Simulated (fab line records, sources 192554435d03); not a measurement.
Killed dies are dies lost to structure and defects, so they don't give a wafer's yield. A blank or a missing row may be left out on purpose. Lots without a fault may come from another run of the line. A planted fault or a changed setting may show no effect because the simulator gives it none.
Which tool did it? | flow n5_finfet | 9 lots, 27 wafers sampled, at 5 steps of a route of 1938

WHAT THE GAUGES READ, wafer by wafer
N5_BEOL_M4_RC_MEAS_101. Usual: DIBL_N 36.0 mV/V, standard deviation 1.7; DIBL_P 35.8 mV/V, standard deviation 2; IOFF_N 0.15 nA/um, standard deviation 0.03; IOFF_P 0.20 nA/um, standard deviation 0.037; ION_N 670 uA/um, standard deviation 12; ION_P 460 uA/um, standard deviation 7.2; SS_N 71.5 mV/dec, standard deviation 0.68; SS_P 73.2 mV/dec, standard deviation 0.65; VT_N 250 mV, standard deviation 3.1; VT_P -251 mV, standard deviation 3.4.
lot  | measured     | on        | DIBL_N (mV/V)  | DIBL_P (mV/V)  | IOFF_N (nA/um) | IOFF_P (nA/um) | ION_N (uA/um) | ION_P (uA/um) | SS_N (mV/dec)  | SS_P (mV/dec)  | VT_N (mV)   | VT_P (mV)      | flag
L336 | day 8 07:37  | prober-01 | 36.4 34.2 34.7 | 35.4 31.6 32.5 | 0.16 0.11 0.13 | 0.20 0.16 0.16 | 664 655 662   | 456 455 454   | 71.6 70.5 71.2 | 73.0 72.0 72.5 | 250 256 253 | -251 -256 -257 |
L337 | day 8 12:48  | prober-01 | 34.3 35.8 36.6 | 33.3 34.4 34.3 | 0.12 0.15 0.15 | 0.16 0.17 0.16 | 668 677 646   | 456 457 440   | 71.9 72.1 72.3 | 72.0 72.7 72.8 | 251 247 252 | -252 -253 -253 |
L341 | day 9 08:45  | prober-01 | 36.3 34.4 39.2 | 37.4 36.1 40.2 | 0.15 0.13 0.20 | 0.21 0.18 0.27 | 654 663 669   | 448 460 455   | 70.6 71.2 73.0 | 73.9 73.1 74.0 | 248 252 246 | -252 -251 -251 |
L351 | day 12 02:13 | prober-01 | 36.8 33.2      | 35.9 33.4      | 0.17 0.12      | 0.19 0.16      | 682 677       | 462 466       | 71.5 70.2      | 73.5 72.4      | 247 252     | -251 -254      |
L354 | day 13 02:10 | prober-01 | 35.0 36.0 36.9 | 35.2 35.9 37.6 | 0.14 0.16 0.17 | 0.21 0.21 0.24 | 677 683 690   | 466 461 470   | 70.9 71.0 71.8 | 73.5 73.1 73.5 | 249 250 250 | -249 -250 -246 |
L355 | day 13 11:05 | prober-02 | 34.7 37.6 34.3 | 33.9 37.7 33.2 | 0.13 0.17 0.12 | 0.18 0.24 0.17 | 664 684 653   | 454 467 452   | 70.7 71.3 70.4 | 73.4 73.3 72.3 | 252 249 250 | -249 -249 -254 |
L357 | day 13 17:25 | prober-02 | 34.7 35.7 37.3 | 33.1 35.3 35.7 | 0.14 0.15 0.17 | 0.17 0.20 0.21 | 671 684 665   | 462 465 457   | 71.1 70.8 71.3 | 72.5 73.3 72.6 | 248 247 248 | -253 -252 -250 |
L358 | day 14 05:07 | prober-02 | 36.1 32.9 36.1 | 37.4 33.9 37.3 | 0.16 0.12 0.16 | 0.21 0.17 0.20 | 685 672 681   | 467 457 460   | 71.8 70.4 71.1 | 73.0 72.3 73.9 | 251 252 249 | -252 -252 -253 |

WHICH TOOL RAN EACH LOT (tool, then ch and the chambers of the sampled wafers, then the start)
lot  | N5_MOL_CONTACT_COAG_ETCH_59       | N5_MOL_CONTACT_COAG_ETCH_15       | N5_MOL_CONTACT_COAG_SPUTTER_143 | N5_MOL_CONTACT_COAG_CO_FILL_22
L336 | rie_diel-04 ch 1,2, day 4 23:05   | rie_diel-04 ch 1,2, day 4 23:16   | pvd_sputter-03, day 5 01:46     | cvd_co-01 ch 0,2, day 5 01:53
L337 | rie_diel-02 ch 1,2, day 5 07:41   | rie_diel-02 ch 1,2, day 5 07:52   | pvd_sputter-01, day 5 10:46     | cvd_co-02 ch 0,1,2, day 5 10:53
L341 | rie_diel-02 ch 0,1,2, day 6 09:25 | rie_diel-02 ch 0,1,2, day 6 09:36 | pvd_sputter-01, day 6 11:07     | cvd_co-02 ch 0,1, day 6 11:14
L351 | rie_diel-02 ch 0,1,3, day 8 22:32 | rie_diel-02 ch 0,1,3, day 8 22:44 | pvd_sputter-02, day 9 02:11     | cvd_co-01 ch 1,2, day 9 02:18
L352 | rie_diel-03 ch 0,2,3, day 9 00:41 | rie_diel-03 ch 0,2,3, day 9 00:52 | pvd_sputter-01, day 9 02:43     | cvd_co-01 ch 0,2, day 9 02:58
L354 | rie_diel-03 ch 0,1,3, day 9 11:56 | rie_diel-03 ch 0,1,3, day 9 12:07 | pvd_sputter-02, day 9 13:59     | cvd_co-01 ch 0,1,2, day 9 14:24
L355 | rie_diel-04 ch 0,2,3, day 9 17:43 | rie_diel-04 ch 0,2,3, day 9 17:54 | pvd_sputter-02, day 9 20:55     | cvd_co-01 ch 0,2, day 9 21:02
L357 | rie_diel-04 ch 0,3, day 10 04:58  | rie_diel-04 ch 0,3, day 10 05:08  | pvd_sputter-02, day 10 07:59    | cvd_co-02 ch 0,2, day 10 08:06
L358 | rie_diel-04 ch 1,3, day 10 10:56  | rie_diel-04 ch 1,3, day 10 11:07  | pvd_sputter-02, day 10 14:23    | cvd_co-01 ch 1,2, day 10 14:31
- N5_MOL_CONTACT_COAG_ETCH_59: etches underlayer in N2/H2, target depth 13 nm, time 10.4 s.
- N5_MOL_CONTACT_COAG_ETCH_15: etches SiNx in CH3F/O2, stops on Si:P, target depth 7 nm.
- N5_MOL_CONTACT_COAG_SPUTTER_143: material Co, target thk 2.5 nm.
- N5_MOL_CONTACT_COAG_CO_FILL_22: material Co, precursor CCTBA/H2, target thk 20 nm.

WHAT THE TOOLS THEMSELVES READ (means of the sampled wafers that have a number; where no wafer has one, the mark that the record gives instead)
N5_MOL_CONTACT_COAG_ETCH_59. Usual: drypump_motor_current_A 5.8 A, standard deviation 0.42; etch_rf_on_time_s 10.32 s, standard deviation 0.19; oes_product_au 0.69 a.u., standard deviation 0.082; rf_vpp_V 524.0 V, standard deviation 2.6; showerhead_plenum_p_Torr 2.54 Torr, standard deviation 0.083; throttle_valve_pct 17.79 %, standard deviation 0.18.
lot  | tool        | drypump_motor_current_A (A) | etch_rf_on_time_s (s) | oes_product_au (a.u.) | rf_vpp_V (V) | showerhead_plenum_p_Torr (Torr) | throttle_valve_pct (%) | flag
L336 | rie_diel-04 | 6.1                         | 10.48                 | 0.63                  | 525.5        | 2.56                            | 17.90                  |
L337 | rie_diel-02 | 5.7                         | 10.29                 | 0.62                  | 520.4        | 2.43                            | 17.86                  |
L341 | rie_diel-02 | 5.8                         | 10.14                 | 0.67                  | 521.7        | 2.48                            | 17.82                  |
L351 | rie_diel-02 | 5.9                         | 10.33                 | 0.65                  | 523.5        | 2.53                            | 17.73                  |
L352 | rie_diel-03 | 5.6                         | 10.20                 | 0.79                  | 522.7        | 2.51                            | 17.70                  |
L354 | rie_diel-03 | 6.0                         | 10.35                 | 0.76                  | 523.1        | 2.55                            | 17.80                  |
L355 | rie_diel-04 | 5.8                         | 10.23                 | 0.69                  | 524.5        | 2.55                            | 17.71                  |
L357 | rie_diel-04 | 5.5                         | 10.24                 | 0.73                  | 525.6        | 2.61                            | 17.51                  |
L358 | rie_diel-04 | 5.6                         | 10.38                 | 0.67                  | 522.7        | 2.52                            | 17.76                  |

N5_MOL_CONTACT_COAG_ETCH_15. Usual: drypump_motor_current_A 5.8 A, standard deviation 0.42; oes_ar_750_au 0.81 a.u., standard deviation 0.089; oes_product_au 0.59 a.u., standard deviation 0.066; rf_vpp_V 299 V, standard deviation 7.5; showerhead_plenum_p_Torr 2.01 Torr, standard deviation 0.072; throttle_valve_pct 16.29 %, standard deviation 0.19.
lot  | tool        | drypump_motor_current_A (A) | oes_ar_750_au (a.u.) | oes_product_au (a.u.) | rf_vpp_V (V) | showerhead_plenum_p_Torr (Torr) | throttle_valve_pct (%) | flag
L336 | rie_diel-04 | 6.1                         | 0.74                 | 0.54                  | 298          | 2.03                            | 16.45                  |
L337 | rie_diel-02 | 5.7                         | 0.74                 | 0.53                  | 290          | 1.90                            | 16.36                  |
L341 | rie_diel-02 | 5.8                         | 0.79                 | 0.57                  | 294          | 1.95                            | 16.29                  |
L351 | rie_diel-02 | 5.9                         | 0.75                 | 0.55                  | 300          | 1.99                            | 16.26                  |
L352 | rie_diel-03 | 5.6                         | 0.90                 | 0.66                  | 303          | 1.99                            | 16.18                  |
L354 | rie_diel-03 | 6.1                         | 0.88                 | 0.64                  | 304          | 2.02                            | 16.24                  |
L355 | rie_diel-04 | 5.8                         | 0.80                 | 0.58                  | 295          | 2.02                            | 16.28                  |
L357 | rie_diel-04 | 5.6                         | 0.86                 | 0.63                  | 297          | 2.07                            | 16.11                  |
L358 | rie_diel-04 | 5.6                         | 0.79                 | 0.57                  | 290          | 1.98                            | 16.20                  |

N5_MOL_CONTACT_COAG_SPUTTER_143. Usual: chamber_pressure_pa 0.2000 Pa, standard deviation 0.00037; substrate_temp_c 25.00 C, standard deviation 0.11; throttle_valve_pct 29.8 %, standard deviation 1.
lot  | tool           | chamber_pressure_pa (Pa) | substrate_temp_c (C) | throttle_valve_pct (%) | flag
L336 | pvd_sputter-03 | 0.1998                   | 24.92                | 30.8                   |
L337 | pvd_sputter-01 | 0.1999                   | 24.94                | 30.2                   |
L341 | pvd_sputter-01 | 0.1998                   | 25.00                | 29.5                   |
L351 | pvd_sputter-02 | -                        | -                    | -                      | OFF
L352 | pvd_sputter-01 | -                        | -                    | -                      | OFF
L354 | pvd_sputter-02 | 0.2000                   | 24.89                | 29.4                   |
L355 | pvd_sputter-02 | 0.2000                   | 24.94                | 29.5                   |
L357 | pvd_sputter-02 | 0.2000                   | 24.98                | 30.0                   |
L358 | pvd_sputter-02 | 0.2000                   | 24.89                | 29.6                   |

N5_MOL_CONTACT_COAG_CO_FILL_22. Usual: heater_power_w 232 W, standard deviation 22.
lot  | tool      | heater_power_w (W) | flag
L336 | cvd_co-01 | 226                |
L337 | cvd_co-02 | 238                |
L341 | cvd_co-02 | 261                |
L351 | cvd_co-01 | 242                |
L352 | cvd_co-01 | 227                |
L354 | cvd_co-01 | 229                |
L355 | cvd_co-01 | 220                |
L357 | cvd_co-02 | 240                |
L358 | cvd_co-01 | 239                |

THE ANSWER, worked out from the rows above alone
Rule: a lot is off if the mean of its wafers that have a number lies more than 3 standard deviations from the usual mean. A lot without any number at a reading at which 4 lots or more have one is off too. The other lots that the step has rows for count as sound. The gauges are gone through in route order, then the tools' own readings, and for those a lot's mean is taken as printed above. The first step at which some lot is off is used, and at that step the reading that is off furthest; a lot without a number counts as furthest.
Off: L351, L352, at N5_MOL_CONTACT_COAG_SPUTTER_143 (chamber_pressure_pa). Without a number there: L351, L352.
A tool fits if, at that step or a process step before it, it ran every lot that is off, and no sound lot after the first of them. None of those tried fits.

WHAT THE SIMULATOR HAD PUT IN
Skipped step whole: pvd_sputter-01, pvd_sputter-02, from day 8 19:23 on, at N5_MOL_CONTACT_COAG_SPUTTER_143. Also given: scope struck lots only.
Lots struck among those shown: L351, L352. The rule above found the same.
